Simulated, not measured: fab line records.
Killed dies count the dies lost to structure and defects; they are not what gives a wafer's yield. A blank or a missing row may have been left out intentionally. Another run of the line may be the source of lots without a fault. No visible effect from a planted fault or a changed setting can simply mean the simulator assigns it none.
fab line records | flow n5Finfet | part 2 of 2: steps 5 to 6 of 6
[record] lots = 18 | wafers = 54 | lastDay = 17
route steps=1938 shown BEOL_M4@1090 BEOL_M5@1129
lots that met no fault: from a run of the same line without faults
startH: the number of hours between the record's first day and the start of the first shown wafer of the lot | waitH: hours from the lot's prior step to this one | " repeats the value in the row above | L1.1+2: one row covering several wafers at once | - no value present, or no start provided | * or withheld: withheld | < > ~ a bound
route shown NAME@n: a module of which the file shows steps, and the number in the route of the first | usual: mean and standard deviation over wafers with no fault | same: alike in all rows | chamber/n: place in a boat | sites: the reading at each site | _std_site: how widely they spread, as a standard deviation | _edge_site: outer sites' mean less inner sites' | radiusMm: for every site, how far away it sits from the centre of the wafer | mask NAME#n: copy n | behind: tool/chamber where the wafer was last shaped | hold: reason for holding the lot/hours on hold/outcome of the hold | device: the transistor (n, p or np) that didn't switch | end of line: tests run on the same wafers once the route is complete | for a step that has no rows: nothing shown but its recipe | killed: dies that structure and defects cost at the first sort, which is not the same as the wafer's yield | map: per-die view of a wafer (x killed, . not killed, _ where there is no die)
set.NAME: the setting that was run; set.NAME@STEP: the one run at that earlier step | model.NAME: the simulator's own value behind a step, which no gauge read
route steps across a sampled set of lots; one table per step, one row per wafer
services: from which hour (startH, from the record's first day; less than 0 if before it) a tool's chamber was out of use, for how many hours, and why
[[steps]]
[step N5_BEOL_M5_ETCH_62]
[recipe] chemistry = N2/H2 | target = SOC | targetDepthA = 750 | overetchA = 150 | maskMaterial = SiARC | tempC = 40 | timeS = 112.5 | ionEnergyEv = 200 | pressureMtorr = 30 | sourceW = 840 | biasW = 150 | n2FlowSccm = 200 | h2FlowSccm = 200
[usual] drypumpMotorCurrentA = 5.9/0.34 | oesProductAu = 0.63/0.067 | rfVppV = 524.7/2.6 | showerheadPlenumPTorr = 2.57/0.093 | tempC = 40.00/0.11 | throttleValvePct = 17.75/0.22
lot.wafer | tool       | chamber | startH | waitH | drypumpMotorCurrentA | oesProductAu | rfHoursCounterH | rfVppV | showerheadPlenumPTorr | tempC | throttleValvePct
L075.2    | rieDiel-06 | 0       | 163.33 | 0.0   | 5.6                  | 0.59         | 170             | 524.2  | 2.53                  | 40.10 | 17.92
L075.4    | "          | 2       | "      | "     | 5.9                  | 0.62         | 95              | 526.3  | 2.69                  | 40.13 | 17.96
L075.5    | "          | 1       | "      | "     | 6.1                  | 0.58         | -               | 527.9  | 2.64                  | 40.14 | 17.78
L074.1    | rieDiel-06 | 2       | 172.26 | 0.0   | 5.9                  | 0.62         | 97              | 528.2  | 2.69                  | 40.09 | 17.95
L074.3    | "          | 1       | "      | "     | 6.0                  | 0.58         | 145             | 525.7  | 2.64                  | 39.83 | 17.80
L074.5    | "          | 3       | "      | "     | 6.4                  | 0.56         | -               | 527.2  | 2.60                  | 39.94 | 17.68
L078.1    | rieDiel-06 | 2       | 195.88 | 0.0   | 5.9                  | 0.62         | 106             | 527.1  | 2.68                  | 39.86 | 17.97
L078.5    | "          | 3       | "      | "     | 6.5                  | 0.56         | -               | 525.7  | 2.60                  | 39.85 | 17.72
L078.6    | "          | 2       | "      | "     | 5.9                  | 0.62         | -               | 527.3  | 2.68                  | 39.96 | 17.98
L079.2    | rieDiel-01 | 2       | 207.75 | 0.0   | 5.7                  | 0.59         | 195             | 525.7  | 2.65                  | 39.79 | 17.98
L079.3    | "          | 0       | "      | "     | 5.1                  | 0.70         | 42              | 522.5  | 2.47                  | 40.03 | 17.67
L079.5    | "          | 0       | "      | "     | 5.1                  | 0.70         | -               | 522.5  | 2.48                  | 39.92 | 17.67
L080.2    | rieDiel-02 | 2       | 211.22 | 0.0   | 5.9                  | 0.64         | 84              | 522.2  | 2.45                  | 39.86 | 17.55
L080.3    | "          | 1       | "      | "     | 6.4                  | 0.72         | 30              | 521.6  | 2.48                  | 40.04 | 17.50
L080.6    | "          | 0       | "      | "     | 5.6                  | 0.56         | -               | 520.5  | 2.40                  | 40.03 | 17.56
L081.1    | rieDiel-06 | 1       | 214.23 | 0.0   | 6.0                  | 0.58         | 157             | 526.2  | 2.64                  | 39.86 | 17.82
L081.3    | "          | 0       | "      | "     | 5.6                  | 0.59         | 186             | 523.4  | 2.52                  | 40.01 | 17.93
L081.6    | "          | 1       | "      | "     | 6.0                  | 0.57         | -               | 525.2  | 2.64                  | 40.04 | 17.81
L083.3    | rieDiel-01 | 0       | 217.09 | 0.0   | 5.1                  | 0.69         | 45              | 522.1  | 2.47                  | 40.08 | 17.67
L083.4    | "          | 3       | "      | "     | 6.3                  | 0.65         | -               | 527.2  | 2.69                  | 40.09 | 17.93
L083.6    | "          | 2       | "      | "     | 5.6                  | 0.59         | -               | 525.0  | 2.65                  | 39.92 | 17.99
L084.1    | rieDiel-02 | 2       | 222.60 | 0.0   | 5.9                  | 0.64         | 88              | 521.0  | 2.45                  | 40.12 | 17.56
L084.5    | "          | 2       | "      | "     | 5.9                  | 0.64         | -               | 521.7  | 2.45                  | 40.00 | 17.55
L084.6    | "          | 1       | "      | "     | 6.3                  | 0.71         | -               | 522.4  | 2.48                  | 39.97 | 17.50
L085.1    | rieDiel-01 | 3       | 240.14 | 0.0   | 6.2                  | 0.65         | 75              | 526.7  | 2.69                  | 39.95 | 17.94
L085.4    | "          | 1       | "      | "     | 5.9                  | 0.79         | 1               | 522.9  | 2.51                  | 39.83 | 18.16
L085.6    | "          | 2       | "      | "     | 5.6                  | 0.58         | -               | 526.1  | 2.64                  | 39.96 | 18.02
L087.1    | rieDiel-02 | 1       | 245.50 | 0.0   | 6.4                  | 0.70         | 42              | 523.3  | 2.48                  | 39.71 | 17.53
L087.3    | "          | 2       | "      | "     | 5.9                  | 0.62         | 96              | 521.0  | 2.45                  | 40.08 | 17.56
L087.5    | "          | 2       | "      | "     | 5.9                  | 0.63         | -               | 520.9  | 2.45                  | 40.08 | 17.57
L086.1    | rieDiel-02 | 1       | 245.81 | 0.0   | 6.3                  | 0.70         | 42              | 521.2  | 2.48                  | 39.99 | 17.51
L086.4    | "          | 0       | "      | "     | 5.6                  | 0.56         | 244             | 520.0  | 2.39                  | 40.02 | 17.58
L086.5    | "          | 2       | "      | "     | 5.9                  | 0.63         | -               | 522.3  | 2.45                  | 40.04 | 17.58
L088.1    | rieDiel-06 | 2       | 252.07 | 0.0   | 5.9                  | 0.61         | 121             | 527.7  | 2.67                  | 40.07 | 17.98
L088.2    | "          | 3       | "      | "     | 6.5                  | 0.56         | 226             | 526.4  | 2.59                  | 40.11 | 17.74
L088.4    | "          | 2       | "      | "     | 5.9                  | 0.60         | -               | 527.5  | 2.67                  | 40.00 | 17.99
L090.1    | rieDiel-06 | 3       | 260.22 | 0.0   | 6.4                  | 0.55         | 229             | 524.5  | 2.59                  | 39.81 | 17.75
L090.4    | "          | 3       | "      | "     | 6.5                  | 0.55         | -               | 525.6  | 2.59                  | 40.09 | 17.74
L090.6    | "          | 2       | "      | "     | 5.9                  | 0.61         | -               | 527.8  | 2.67                  | 40.01 | 18.01
L089.1    | rieDiel-01 | 0       | 268.96 | 0.0   | 5.1                  | 0.67         | 61              | 523.0  | 2.47                  | 39.95 | 17.72
L089.3    | "          | 2       | "      | "     | 5.6                  | 0.57         | 214             | 527.0  | 2.64                  | 39.82 | 18.01
L089.6    | "          | 1       | "      | "     | 5.9                  | 0.77         | -               | 523.1  | 2.51                  | 40.12 | 18.17
L093.1    | rieDiel-06 | 1       | 289.72 | 0.0   | 6.0                  | 0.55         | 183             | 527.0  | 2.62                  | 39.88 | 17.87
L093.4    | "          | 2       | "      | "     | 5.9                  | 0.60         | 134             | 527.6  | 2.67                  | 40.01 | 18.02
L093.5    | "          | 2       | "      | "     | 5.9                  | 0.60         | -               | 527.0  | 2.67                  | 39.96 | 18.04
L094.4    | rieDiel-02 | 3       | 290.38 | 0.0   | 5.6                  | 0.70         | 28              | 523.9  | 2.60                  | 40.00 | 17.74
L094.5    | "          | 0       | "      | "     | 5.6                  | 0.78         | -               | 527.1  | 2.71                  | 40.09 | 17.20
L094.6    | "          | 3       | "      | "     | 5.6                  | 0.69         | -               | 524.0  | 2.60                  | 40.05 | 17.76
L095.1    | rieDiel-02 | 1       | 293.64 | 0.0   | 6.4                  | 0.69         | 53              | 523.9  | 2.47                  | 40.01 | 17.54
L095.3    | "          | 2       | "      | "     | 6.0                  | 0.61         | 112             | 522.0  | 2.44                  | 39.88 | 17.59
L095.6    | "          | 0       | "      | "     | 5.6                  | 0.77         | -               | 529.4  | 2.71                  | 39.89 | 17.18
L096.1    | rieDiel-06 | 0       | 298.88 | 0.0   | 5.6                  | 0.58         | 203             | 523.5  | 2.52                  | 40.28 | 17.97
L096.5    | "          | 2       | "      | "     | 5.9                  | 0.59         | -               | 527.2  | 2.67                  | 39.89 | 18.03
L096.6    | "          | 1       | "      | "     | 6.1                  | 0.56         | -               | 525.7  | 2.62                  | 39.92 | 17.88
[step N5_BEOL_M5_STRIP_19]
[recipe] chemistry = O2 | powerW = 400 | tempC = 40 | pressureMtorr = 30 | rfFrequencyHz = 6e+07 | biasPowerW = 0 | overashFraction = 0.2 | o2FlowSccm = 225
[usual] drypumpMotorCurrentA = 5.9/0.38 | o2FlowSccm = 225.0/0.67 | oesProductAu = 0.79/0.082 | rfVppV = 3.6/0.45 | showerheadPlenumPTorr = 2.13/0.076 | tempC = 40.00/0.12 | throttleValvePct = 16.70/0.18
[same] overashFraction = 0.2
lot.wafer | tool       | chamber | startH | waitH | drypumpMotorCurrentA | o2FlowSccm | oesProductAu | rfHoursCounterH | rfVppV | showerheadPlenumPTorr | tempC | throttleValvePct
L075.2    | rieDiel-02 | 0       | 163.61 | 0.1   | 5.6                  | 225.7      | 0.71         | 215             | 2.9    | 1.99                  | 40.01 | 16.58
L075.4    | "          | 3       | "      | "     | 5.6                  | 226.1      | 0.68         | -               | 3.3    | 2.16                  | 40.14 | 16.95
L075.5    | "          | 0       | "      | "     | 5.6                  | 226.3      | 0.71         | -               | 3.9    | 1.99                  | 40.15 | 16.56
L074.1    | rieDiel-06 | 0       | 172.63 | 0.2   | 5.6                  | 224.3      | 0.76         | 173             | 3.5    | 2.09                  | 40.04 | 16.77
L074.3    | "          | 3       | "      | "     | 6.4                  | 224.6      | 0.73         | 201             | 4.0    | 2.19                  | 40.01 | 16.92
L074.5    | "          | 1       | "      | "     | 6.0                  | 224.5      | 0.73         | -               | 3.5    | 2.21                  | 39.84 | 16.81
L078.1    | rieDiel-06 | 1       | 196.16 | 0.1   | 6.0                  | 225.2      | 0.72         | 152             | 3.3    | 2.21                  | 40.01 | 16.82
L078.5    | "          | 0       | "      | "     | 5.6                  | 224.3      | 0.76         | -               | 3.4    | 2.09                  | 39.91 | 16.80
L078.6    | "          | 1       | "      | "     | 6.0                  | 225.8      | 0.73         | -               | 2.8    | 2.21                  | 39.88 | 16.83
L079.2    | rieDiel-01 | 3       | 208.03 | 0.1   | 6.2                  | 225.9      | 0.81         | 66              | 3.4    | 2.21                  | 39.98 | 16.54
L079.3    | "          | 0       | "      | "     | 5.1                  | 225.4      | 0.88         | 42              | 3.6    | 2.02                  | 39.91 | 16.49
L079.5    | "          | 0       | "      | "     | 5.1                  | 225.5      | 0.87         | -               | 3.2    | 2.02                  | 39.96 | 16.50
L080.2    | rieDiel-02 | 2       | 211.50 | 0.1   | 5.9                  | 225.2      | 0.83         | 84              | 3.8    | 2.04                  | 39.81 | 16.49
L080.3    | "          | 1       | "      | "     | 6.3                  | 224.4      | 0.93         | 30              | 4.1    | 2.04                  | 40.19 | 16.33
L080.6    | "          | 0       | "      | "     | 5.6                  | 225.7      | 0.70         | -               | 3.3    | 1.99                  | 40.07 | 16.62
L081.1    | rieDiel-06 | 3       | 214.51 | 0.1   | 6.5                  | 224.8      | 0.72         | 214             | 4.6    | 2.18                  | 40.21 | 16.95
L081.3    | "          | 0       | "      | "     | 5.6                  | 225.2      | 0.74         | 186             | 3.2    | 2.09                  | 39.88 | 16.81
L081.6    | "          | 0       | "      | "     | 5.6                  | 224.3      | 0.75         | -               | 3.2    | 2.09                  | 40.16 | 16.80
L083.3    | rieDiel-01 | 3       | 217.37 | 0.1   | 6.2                  | 225.2      | 0.82         | 67              | 3.8    | 2.21                  | 39.98 | 16.55
L083.4    | "          | 2       | "      | "     | 5.6                  | 225.3      | 0.74         | -               | 3.8    | 2.17                  | 40.02 | 16.70
L083.6    | "          | 3       | "      | "     | 6.3                  | 225.8      | 0.81         | -               | 2.9    | 2.21                  | 39.82 | 16.55
L084.1    | rieDiel-01 | 2       | 222.89 | 0.1   | 5.6                  | 224.6      | 0.74         | 199             | 3.7    | 2.17                  | 40.05 | 16.71
L084.5    | "          | 3       | "      | "     | 6.2                  | 224.6      | 0.81         | -               | 3.8    | 2.21                  | 40.06 | 16.55
L084.6    | "          | 2       | "      | "     | 5.6                  | 225.0      | 0.74         | -               | 3.6    | 2.17                  | 39.96 | 16.74
L085.1    | rieDiel-01 | 1       | 240.42 | 0.1   | 5.9                  | 222.7      | 1.01         | 1               | 3.8    | 2.05                  | 40.02 | 16.83
L085.4    | "          | 2       | "      | "     | 5.7                  | 225.2      | 0.72         | 206             | 3.4    | 2.17                  | 40.11 | 16.73
L085.6    | "          | 2       | "      | "     | 5.6                  | 225.9      | 0.73         | -               | 3.8    | 2.17                  | 40.03 | 16.72
L087.1    | rieDiel-01 | 3       | 245.79 | 0.1   | 6.2                  | 225.4      | 0.80         | 77              | 4.5    | 2.20                  | 40.08 | 16.58
L087.3    | "          | 0       | "      | "     | 5.1                  | 224.4      | 0.87         | 55              | 3.8    | 2.02                  | 39.91 | 16.54
L087.5    | "          | 3       | "      | "     | 6.2                  | 226.0      | 0.80         | -               | 3.3    | 2.20                  | 39.97 | 16.57
L086.1    | rieDiel-01 | 0       | 246.12 | 0.1   | 5.1                  | 223.9      | 0.85         | 55              | 2.8    | 2.02                  | 39.81 | 16.55
L086.4    | "          | 1       | "      | "     | 5.9                  | 225.9      | 0.98         | 4               | 3.8    | 2.05                  | 39.84 | 16.85
L086.5    | "          | 3       | "      | "     | 6.2                  | 224.6      | 0.80         | -               | 2.7    | 2.20                  | 39.99 | 16.57
L088.1    | rieDiel-02 | 2       | 252.35 | 0.1   | 5.9                  | 224.9      | 0.81         | 98              | 3.5    | 2.04                  | 39.75 | 16.51
L088.2    | "          | 3       | "      | "     | 5.5                  | 224.4      | 0.93         | 14              | 3.7    | 2.15                  | 40.28 | 16.56
L088.4    | "          | 0       | "      | "     | 5.6                  | 225.2      | 0.70         | 246             | 2.7    | 1.98                  | 40.17 | 16.63
L090.1    | rieDiel-01 | 0       | 260.58 | 0.1   | 5.1                  | 225.8      | 0.84         | 59              | 3.7    | 2.02                  | 39.95 | 16.55
L090.4    | "          | 3       | "      | "     | 6.2                  | 224.6      | 0.79         | 81              | 4.2    | 2.20                  | 40.02 | 16.58
L090.6    | "          | 2       | "      | "     | 5.6                  | 224.9      | 0.72         | -               | 3.7    | 2.16                  | 40.08 | 16.73
L089.1    | rieDiel-01 | 0       | 269.26 | 0.1   | 5.1                  | 225.0      | 0.86         | 61              | 3.2    | 2.02                  | 39.84 | 16.54
L089.3    | "          | 3       | "      | "     | 6.2                  | 225.3      | 0.79         | 84              | 3.8    | 2.20                  | 40.07 | 16.57
L089.6    | "          | 3       | "      | "     | 6.2                  | 225.5      | 0.81         | -               | 3.5    | 2.20                  | 40.13 | 16.57
L093.1    | rieDiel-06 | 2       | 290.19 | 0.3   | 5.9                  | 224.5      | 0.75         | 135             | 3.4    | 2.18                  | 39.99 | 16.73
L093.4    | "          | 0       | "      | "     | 5.6                  | 224.7      | 0.74         | 199             | 3.6    | 2.09                  | 39.86 | 16.84
L093.5    | "          | 2       | "      | "     | 5.9                  | 224.5      | 0.75         | -               | 3.7    | 2.18                  | 40.01 | 16.73
L094.4    | rieDiel-06 | 0       | 290.71 | 0.1   | 5.6                  | 226.5      | 0.74         | 200             | 3.7    | 2.08                  | 39.87 | 16.84
L094.5    | "          | 2       | "      | "     | 5.9                  | 224.0      | 0.76         | -               | 3.8    | 2.18                  | 39.88 | 16.72
L094.6    | "          | 1       | "      | "     | 6.0                  | 225.4      | 0.71         | -               | 3.0    | 2.20                  | 40.07 | 16.87
L095.1    | rieDiel-06 | 3       | 293.92 | 0.1   | 6.4                  | 224.9      | 0.69         | 241             | 3.3    | 2.17                  | 40.07 | 17.00
L095.3    | "          | 0       | "      | "     | 5.6                  | 223.6      | 0.74         | 201             | 3.5    | 2.08                  | 39.84 | 16.84
L095.6    | "          | 1       | "      | "     | 6.0                  | 224.5      | 0.70         | -               | 3.3    | 2.20                  | 40.03 | 16.88
L096.1    | rieDiel-01 | 0       | 299.30 | 0.2   | 5.1                  | 225.6      | 0.84         | 73              | 4.1    | 2.01                  | 39.97 | 16.57
L096.5    | "          | 1       | "      | "     | 5.9                  | 225.4      | 0.94         | -               | 3.7    | 2.05                  | 39.92 | 16.87
L096.6    | "          | 2       | "      | "     | 5.6                  | 224.2      | 0.72         | -               | 3.4    | 2.16                  | 39.97 | 16.76
[[services]]
tool          | chamber | startH | hours | kind
rieDiel-01    | 3       | 135.36 | 4.7   | repair
rieDiel-01    | 0       | 137.90 | 2.9   | repair
pvdSputter-03 | -       | 143.41 | 1.6   | repair
cmp-02        | -       | 145.78 | 18.0  | pm
rieDiel-02    | 1       | 157.42 | 4.3   | repair
cmp-02        | -       | 165.54 | 4.0   | pm
cmp-01        | -       | 165.57 | 4.9   | repair
cmp-03        | -       | 174.24 | 0.8   | repair
rieDiel-01    | 1       | 186.73 | 2.2   | repair
rieDiel-02    | 3       | 191.24 | -     | clean
rieDiel-02    | 3       | 191.24 | -     | consumableReplace:focusRing
rieDiel-02    | 3       | 191.24 | 21.9  | scheduledDown
rieDiel-02    | 3       | 191.24 | 21.9  | ventCycle
cmp-02        | -       | 196.89 | 0.9   | repair
cmp-01        | -       | 209.63 | 6.6   | repair
rieDiel-01    | 3       | 210.45 | 5.0   | repair
rieDiel-01    | 1       | 215.71 | -     | clean
rieDiel-06    | 0       | 241.54 | 35.5  | repair
cmp-01        | -       | 245.24 | 6.2   | repair
cmp-03        | -       | 255.25 | 4.0   | pm
cmp-01        | -       | 268.63 | 4.0   | pm
rieDiel-02    | 1       | 275.33 | 12.3  | repair
rieDiel-01    | -       | 291.01 | 0.8   | repair
cmp-03        | -       | 298.47 | 1.4   | repair
